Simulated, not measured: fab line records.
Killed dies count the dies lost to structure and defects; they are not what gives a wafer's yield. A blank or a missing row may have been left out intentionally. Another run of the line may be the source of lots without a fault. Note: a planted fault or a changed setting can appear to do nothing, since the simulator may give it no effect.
The tool behind it: which one? / flow nandHarc / 12 lots with 36 wafers sampled at 5 steps, on a route of 1302 steps

WHAT THE GAUGES READ, wafer by wafer
NHARC_END_SORT_01. Usual: killedAtArray 59, standard deviation 19; killedAtOther 0.6, standard deviation 0.85; killedAtPeriphery 3.8, standard deviation 2.5; killedDies 64, standard deviation 19; killedOpen 3.3, standard deviation 1.8; killedShort 2.2, standard deviation 1.6.
lot=L144; measured=day 24 13:49; on=prober-02; killedAtArray=8 19 17; killedAtOther=0 1 1; killedAtPeriphery=4 3 6; killedDies=12 23 24; killedOpen=3 2 3; killedShort=1 3 3; flag=
lot=L145; measured=day 24 13:50; on=prober-01; killedAtArray=64 67 49; killedAtOther=1 1 0; killedAtPeriphery=5 6 7; killedDies=70 74 56; killedOpen=4 4 6; killedShort=0 0 2; flag=
lot=L146; measured=day 25 01:04; on=prober-01; killedAtArray=29 31 35; killedAtOther=0 0 0; killedAtPeriphery=4 2 7; killedDies=33 33 42; killedOpen=4 3 4; killedShort=2 3 3; flag=
lot=L148; measured=day 26 07:30; on=prober-01; killedAtArray=89 78 68; killedAtOther=0 0 0; killedAtPeriphery=0 4 1; killedDies=89 82 69; killedOpen=1 3 0; killedShort=5 4 2; flag=
lot=L152; measured=day 28 06:04; on=prober-01; killedAtArray=89 78 67; killedAtOther=0 1 1; killedAtPeriphery=0 3 7; killedDies=89 82 75; killedOpen=6 3 5; killedShort=3 3 3; flag=
lot=L155; measured=day 29 09:43; on=prober-02; killedAtArray=66 58 57; killedAtOther=0 0 0; killedAtPeriphery=5 9 5; killedDies=71 67 62; killedOpen=3 0 7; killedShort=2 6 0; flag=
lot=L162; measured=day 32 18:33; on=prober-01; killedAtArray=56 73 73; killedAtOther=0 0 1; killedAtPeriphery=9 3 6; killedDies=65 76 80; killedOpen=4 2 4; killedShort=3 4 3; flag=
lot=L163; measured=day 32 20:58; on=prober-02; killedAtArray=25 24 31; killedAtOther=0 1 0; killedAtPeriphery=3 2 6; killedDies=28 27 37; killedOpen=4 4 7; killedShort=0 1 3; flag=
lot=L164; measured=day 33 12:43; on=prober-01; killedAtArray=46 60 47; killedAtOther=1 0 0; killedAtPeriphery=4 2 3; killedDies=51 62 50; killedOpen=1 3 4; killedShort=1 2 3; flag=
lot=L165; measured=day 33 06:34; on=prober-01; killedAtArray=51 63 60; killedAtOther=2 0 2; killedAtPeriphery=4 6 2; killedDies=57 69 64; killedOpen=4 2 2; killedShort=1 3 3; flag=
lot=L166; measured=day 33 04:46; on=prober-02; killedAtArray=40 51 52; killedAtOther=1 2 0; killedAtPeriphery=4 2 2; killedDies=45 55 54; killedOpen=3 3 5; killedShort=3 2 2; flag=
lot=L167; measured=day 33 12:42; on=prober-02; killedAtArray=62 55 73; killedAtOther=0 0 1; killedAtPeriphery=13 12 6; killedDies=75 67 80; killedOpen=6 1 6; killedShort=1 7 1; flag=

TOOL THAT RAN EACH LOT (tool first, then ch and the chambers of the sampled wafers, then the start)
lot=L144; NHARC_P_GATE_PRECLEAN_71=wetBench-04 ch 0,4,6, day 4 14:29; NHARC_P_GATE_DESCUM_31=rieDiel-09 ch 2,3, day 5 05:54; NHARC_P_GATE_ETCH_32=rieSi-05 ch 0,2, day 5 06:22; NHARC_P_GATE_STRIP_108=rieDiel-12 ch 1,2,3, day 5 06:32
lot=L145; NHARC_P_GATE_PRECLEAN_71=wetBench-04 ch 1,4,5, day 4 19:13; NHARC_P_GATE_DESCUM_31=rieDiel-09 ch 1,3, day 5 09:04; NHARC_P_GATE_ETCH_32=rieSi-04 ch 0,1, day 5 09:31; NHARC_P_GATE_STRIP_108=rieDiel-12 ch 0,3, day 5 09:41
lot=L146; NHARC_P_GATE_PRECLEAN_71=wetBench-06 ch 1,2,5, day 5 05:58; NHARC_P_GATE_DESCUM_31=rieDiel-01 ch 1,2,3, day 5 23:20; NHARC_P_GATE_ETCH_32=rieSi-05 ch 1,2,3, day 5 23:48; NHARC_P_GATE_STRIP_108=rieDiel-01 ch 0,2,3, day 5 23:58
lot=L148; NHARC_P_GATE_PRECLEAN_71=wetBench-03 ch 3,4,5, day 5 20:46; NHARC_P_GATE_DESCUM_31=rieDiel-09 ch 0,1,3, day 6 11:39; NHARC_P_GATE_ETCH_32=rieSi-02 ch 0,1,2, day 6 12:07; NHARC_P_GATE_STRIP_108=rieDiel-12 ch 0,2,3, day 6 12:16
lot=L152; NHARC_P_GATE_PRECLEAN_71=wetBench-03 ch 0,3,7, day 7 23:39; NHARC_P_GATE_DESCUM_31=rieDiel-09 ch 1,2,3, day 8 17:30; NHARC_P_GATE_ETCH_32=rieSi-04 ch 0,3, day 8 17:56; NHARC_P_GATE_STRIP_108=rieDiel-12 ch 0,2,3, day 8 18:06
lot=L155; NHARC_P_GATE_PRECLEAN_71=wetBench-03 ch 1,2,4, day 9 03:23; NHARC_P_GATE_DESCUM_31=rieDiel-12 ch 0,2, day 9 20:32; NHARC_P_GATE_ETCH_32=rieSi-05 ch 1,2, day 9 20:59; NHARC_P_GATE_STRIP_108=rieDiel-01 ch 0,1,2, day 9 21:11
lot=L162; NHARC_P_GATE_PRECLEAN_71=wetBench-03 ch 1,6,7, day 11 19:41; NHARC_P_GATE_DESCUM_31=rieDiel-09 ch 1,2,3, day 12 09:13; NHARC_P_GATE_ETCH_32=rieSi-05 ch 0,2,3, day 12 09:42; NHARC_P_GATE_STRIP_108=rieDiel-09 ch 2,3, day 12 09:51
lot=L163; NHARC_P_GATE_PRECLEAN_71=wetBench-06 ch 0,1,7, day 12 07:00; NHARC_P_GATE_DESCUM_31=rieDiel-01 ch 1,3, day 12 20:38; NHARC_P_GATE_ETCH_32=rieSi-05 ch 0,1,3, day 12 21:07; NHARC_P_GATE_STRIP_108=rieDiel-01 ch 0,2,3, day 12 21:16
lot=L164; NHARC_P_GATE_PRECLEAN_71=wetBench-03 ch 0,6,7, day 12 19:35; NHARC_P_GATE_DESCUM_31=rieDiel-09 ch 0,2, day 13 12:40; NHARC_P_GATE_ETCH_32=rieSi-04 ch 0,1,2, day 13 13:11; NHARC_P_GATE_STRIP_108=rieDiel-12 ch 0,1,2, day 13 13:23
lot=L165; NHARC_P_GATE_PRECLEAN_71=wetBench-06 ch 2,3,6, day 13 02:24; NHARC_P_GATE_DESCUM_31=rieDiel-09 ch 0,3, day 13 15:58; NHARC_P_GATE_ETCH_32=rieSi-04 ch 1,2, day 13 16:26; NHARC_P_GATE_STRIP_108=rieDiel-01 ch 1,2, day 13 16:37
lot=L166; NHARC_P_GATE_PRECLEAN_71=wetBench-04 ch 1,3,6, day 13 12:49; NHARC_P_GATE_DESCUM_31=rieDiel-12 ch 1,2,3, day 14 02:38; NHARC_P_GATE_ETCH_32=rieSi-05 ch 1,2,3, day 14 03:09; NHARC_P_GATE_STRIP_108=rieDiel-01 ch 1,2,3, day 14 03:19
lot=L167; NHARC_P_GATE_PRECLEAN_71=wetBench-03 ch 2,3,7, day 14 00:47; NHARC_P_GATE_DESCUM_31=rieDiel-01 ch 1,3, day 14 14:37; NHARC_P_GATE_ETCH_32=rieSi-02 ch 1,2,3, day 14 15:05; NHARC_P_GATE_STRIP_108=rieDiel-01 ch 0,2,3, day 14 15:16
- NHARC_P_GATE_PRECLEAN_71: cleans in SC1.
- NHARC_P_GATE_DESCUM_31: chemistry O2, time 3 s.
- NHARC_P_GATE_ETCH_32: etches the open film in HBr/Cl2, target depth 150 nm, time 100.1 s.
- NHARC_P_GATE_STRIP_108: strips in O2.

WHAT THE TOOLS THEMSELVES READ (means of the sampled wafers that have a number; where no wafer has one, the mark that the record gives instead)
NHARC_P_GATE_PRECLEAN_71. Usual: diwFlowMLMin reads 1415 (standard deviation 4.1).
lot=L144 tool=wetBench-04 diwFlowMLMin=1417 flag=
lot=L145 tool=wetBench-04 diwFlowMLMin=1412 flag=
lot=L146 tool=wetBench-06 diwFlowMLMin=1416 flag=
lot=L148 tool=wetBench-03 diwFlowMLMin=1418 flag=
lot=L152 tool=wetBench-03 diwFlowMLMin=1419 flag=
lot=L155 tool=wetBench-03 diwFlowMLMin=1416 flag=
lot=L162 tool=wetBench-03 diwFlowMLMin=1418 flag=
lot=L163 tool=wetBench-06 diwFlowMLMin=1416 flag=
lot=L164 tool=wetBench-03 diwFlowMLMin=1413 flag=
lot=L165 tool=wetBench-06 diwFlowMLMin=1417 flag=
lot=L166 tool=wetBench-04 diwFlowMLMin=1418 flag=
lot=L167 tool=wetBench-03 diwFlowMLMin=1416 flag=

NHARC_P_GATE_DESCUM_31. Usual: drypumpMotorCurrentA 5.8 A, standard deviation 0.53; oesProductAu 1.002 a.u., standard deviation 0.0072; rfVppV 57.9 V, standard deviation 0.73; showerheadPlenumPTorr 1.95 Torr, standard deviation 0.083; throttleValvePct 11.311 %, standard deviation 0.0095.
lot=L144; tool=rieDiel-09; drypumpMotorCurrentA (A)=6.2; oesProductAu (a.u.)=0.997; rfVppV (V)=57.3; showerheadPlenumPTorr (Torr)=1.96; throttleValvePct (%)=11.316; flag=
lot=L145; tool=rieDiel-09; drypumpMotorCurrentA (A)=6.4; oesProductAu (a.u.)=1.001; rfVppV (V)=58.1; showerheadPlenumPTorr (Torr)=1.97; throttleValvePct (%)=11.313; flag=
lot=L146; tool=rieDiel-01; drypumpMotorCurrentA (A)=5.7; oesProductAu (a.u.)=1.005; rfVppV (V)=58.1; showerheadPlenumPTorr (Torr)=1.96; throttleValvePct (%)=11.315; flag=
lot=L148; tool=rieDiel-09; drypumpMotorCurrentA (A)=6.2; oesProductAu (a.u.)=1.002; rfVppV (V)=57.6; showerheadPlenumPTorr (Torr)=1.98; throttleValvePct (%)=11.308; flag=
lot=L152; tool=rieDiel-09; drypumpMotorCurrentA (A)=6.4; oesProductAu (a.u.)=0.996; rfVppV (V)=58.0; showerheadPlenumPTorr (Torr)=1.93; throttleValvePct (%)=11.306; flag=
lot=L155; tool=rieDiel-12; drypumpMotorCurrentA (A)=5.3; oesProductAu (a.u.)=1.003; rfVppV (V)=57.6; showerheadPlenumPTorr (Torr)=1.84; throttleValvePct (%)=11.309; flag=
lot=L162; tool=rieDiel-09; drypumpMotorCurrentA (A)=6.3; oesProductAu (a.u.)=1.009; rfVppV (V)=56.9; showerheadPlenumPTorr (Torr)=1.93; throttleValvePct (%)=11.314; flag=
lot=L163; tool=rieDiel-01; drypumpMotorCurrentA (A)=6.1; oesProductAu (a.u.)=1.000; rfVppV (V)=57.7; showerheadPlenumPTorr (Torr)=1.96; throttleValvePct (%)=11.326; flag=
lot=L164; tool=rieDiel-09; drypumpMotorCurrentA (A)=6.0; oesProductAu (a.u.)=0.999; rfVppV (V)=57.6; showerheadPlenumPTorr (Torr)=1.97; throttleValvePct (%)=11.311; flag=
lot=L165; tool=rieDiel-09; drypumpMotorCurrentA (A)=6.0; oesProductAu (a.u.)=1.004; rfVppV (V)=58.4; showerheadPlenumPTorr (Torr)=2.04; throttleValvePct (%)=11.307; flag=
lot=L166; tool=rieDiel-12; drypumpMotorCurrentA (A)=5.7; oesProductAu (a.u.)=1.006; rfVppV (V)=58.2; showerheadPlenumPTorr (Torr)=1.92; throttleValvePct (%)=11.301; flag=
lot=L167; tool=rieDiel-01; drypumpMotorCurrentA (A)=5.8; oesProductAu (a.u.)=1.003; rfVppV (V)=58.4; showerheadPlenumPTorr (Torr)=2.00; throttleValvePct (%)=11.318; flag=

NHARC_P_GATE_ETCH_32. Usual: biasW 100.0 W, standard deviation 0.31; drypumpMotorCurrentA 6.0 A, standard deviation 0.47; oesProductAu 0.998 a.u., standard deviation 0.0076; rfFwdPowerW 396.8 W, standard deviation 1.7; throttleValvePct 26.406 %, standard deviation 0.0088.
lot=L144; tool=rieSi-05; biasW (W)=100.2; drypumpMotorCurrentA (A)=6.5; oesProductAu (a.u.)=0.995; rfFwdPowerW (W)=396.2; throttleValvePct (%)=26.407; flag=
lot=L145; tool=rieSi-04; biasW (W)=100.0; drypumpMotorCurrentA (A)=5.9; oesProductAu (a.u.)=1.008; rfFwdPowerW (W)=397.6; throttleValvePct (%)=26.412; flag=
lot=L146; tool=rieSi-05; biasW (W)=100.0; drypumpMotorCurrentA (A)=6.1; oesProductAu (a.u.)=0.998; rfFwdPowerW (W)=395.6; throttleValvePct (%)=26.408; flag=
lot=L148; tool=rieSi-02; biasW (W)=100.0; drypumpMotorCurrentA (A)=5.6; oesProductAu (a.u.)=1.006; rfFwdPowerW (W)=396.2; throttleValvePct (%)=26.410; flag=
lot=L152; tool=rieSi-04; biasW (W)=99.9; drypumpMotorCurrentA (A)=6.1; oesProductAu (a.u.)=1.005; rfFwdPowerW (W)=397.3; throttleValvePct (%)=26.404; flag=
lot=L155; tool=rieSi-05; biasW (W)=99.8; drypumpMotorCurrentA (A)=6.2; oesProductAu (a.u.)=1.003; rfFwdPowerW (W)=397.4; throttleValvePct (%)=26.409; flag=
lot=L162; tool=rieSi-05; biasW (W)=100.1; drypumpMotorCurrentA (A)=6.2; oesProductAu (a.u.)=1.004; rfFwdPowerW (W)=396.0; throttleValvePct (%)=26.416; flag=
lot=L163; tool=rieSi-05; biasW (W)=99.9; drypumpMotorCurrentA (A)=6.1; oesProductAu (a.u.)=0.996; rfFwdPowerW (W)=396.0; throttleValvePct (%)=26.403; flag=
lot=L164; tool=rieSi-04; biasW (W)=100.3; drypumpMotorCurrentA (A)=6.3; oesProductAu (a.u.)=1.000; rfFwdPowerW (W)=397.9; throttleValvePct (%)=26.403; flag=
lot=L165; tool=rieSi-04; biasW (W)=100.2; drypumpMotorCurrentA (A)=6.6; oesProductAu (a.u.)=0.994; rfFwdPowerW (W)=398.4; throttleValvePct (%)=26.404; flag=
lot=L166; tool=rieSi-05; biasW (W)=99.8; drypumpMotorCurrentA (A)=6.1; oesProductAu (a.u.)=0.998; rfFwdPowerW (W)=398.0; throttleValvePct (%)=26.410; flag=
lot=L167; tool=rieSi-02; biasW (W)=99.9; drypumpMotorCurrentA (A)=5.6; oesProductAu (a.u.)=0.995; rfFwdPowerW (W)=397.0; throttleValvePct (%)=26.404; flag=

NHARC_P_GATE_STRIP_108. Usual: drypumpMotorCurrentA 5.8 A, standard deviation 0.54; oesProductAu 1.002 a.u., standard deviation 0.0071; rfVppV 57.8 V, standard deviation 0.87; showerheadPlenumPTorr 3.56 Torr, standard deviation 0.13; throttleValvePct 17.037 %, standard deviation 0.01.
lot=L144; tool=rieDiel-12; drypumpMotorCurrentA (A)=5.8; oesProductAu (a.u.)=0.999; rfVppV (V)=57.9; showerheadPlenumPTorr (Torr)=3.54; throttleValvePct (%)=17.049; flag=
lot=L145; tool=rieDiel-12; drypumpMotorCurrentA (A)=5.8; oesProductAu (a.u.)=0.998; rfVppV (V)=56.8; showerheadPlenumPTorr (Torr)=3.44; throttleValvePct (%)=17.040; flag=
lot=L146; tool=rieDiel-01; drypumpMotorCurrentA (A)=5.6; oesProductAu (a.u.)=1.005; rfVppV (V)=57.7; showerheadPlenumPTorr (Torr)=3.59; throttleValvePct (%)=17.036; flag=
lot=L148; tool=rieDiel-12; drypumpMotorCurrentA (A)=5.7; oesProductAu (a.u.)=1.001; rfVppV (V)=57.4; showerheadPlenumPTorr (Torr)=3.47; throttleValvePct (%)=17.035; flag=
lot=L152; tool=rieDiel-12; drypumpMotorCurrentA (A)=5.7; oesProductAu (a.u.)=1.003; rfVppV (V)=58.1; showerheadPlenumPTorr (Torr)=3.47; throttleValvePct (%)=17.032; flag=
lot=L155; tool=rieDiel-01; drypumpMotorCurrentA (A)=5.2; oesProductAu (a.u.)=0.997; rfVppV (V)=58.3; showerheadPlenumPTorr (Torr)=3.67; throttleValvePct (%)=17.030; flag=
lot=L162; tool=rieDiel-09; drypumpMotorCurrentA (A)=6.2; oesProductAu (a.u.)=1.007; rfVppV (V)=57.9; showerheadPlenumPTorr (Torr)=3.60; throttleValvePct (%)=17.036; flag=
lot=L163; tool=rieDiel-01; drypumpMotorCurrentA (A)=5.6; oesProductAu (a.u.)=1.008; rfVppV (V)=58.1; showerheadPlenumPTorr (Torr)=3.58; throttleValvePct (%)=17.035; flag=
lot=L164; tool=rieDiel-12; drypumpMotorCurrentA (A)=5.4; oesProductAu (a.u.)=1.003; rfVppV (V)=58.3; showerheadPlenumPTorr (Torr)=3.47; throttleValvePct (%)=17.039; flag=
lot=L165; tool=rieDiel-01; drypumpMotorCurrentA (A)=5.3; oesProductAu (a.u.)=1.002; rfVppV (V)=57.4; showerheadPlenumPTorr (Torr)=3.59; throttleValvePct (%)=17.051; flag=
lot=L166; tool=rieDiel-01; drypumpMotorCurrentA (A)=5.7; oesProductAu (a.u.)=1.005; rfVppV (V)=58.2; showerheadPlenumPTorr (Torr)=3.60; throttleValvePct (%)=17.034; flag=
lot=L167; tool=rieDiel-01; drypumpMotorCurrentA (A)=5.6; oesProductAu (a.u.)=0.999; rfVppV (V)=58.1; showerheadPlenumPTorr (Torr)=3.58; throttleValvePct (%)=17.032; flag=

THE ANSWER, worked out from the rows above alone
Rule: lot off if the mean of its wafers having a number is beyond 3 standard deviations from the usual mean. A lot without any number at a reading at which 4 lots or more have one is off too. All remaining lots with rows at the step are treated as sound. The gauges are gone through in route order, then the tools' own readings, and for those a lot's mean is taken as printed above. At the first step where some lot is off, the reading lying furthest off is the one used; lots without a number count as furthest.
No lot is off at any reading shown: from this, nothing can be told.

WHAT WAS PUT IN BY THE SIMULATOR
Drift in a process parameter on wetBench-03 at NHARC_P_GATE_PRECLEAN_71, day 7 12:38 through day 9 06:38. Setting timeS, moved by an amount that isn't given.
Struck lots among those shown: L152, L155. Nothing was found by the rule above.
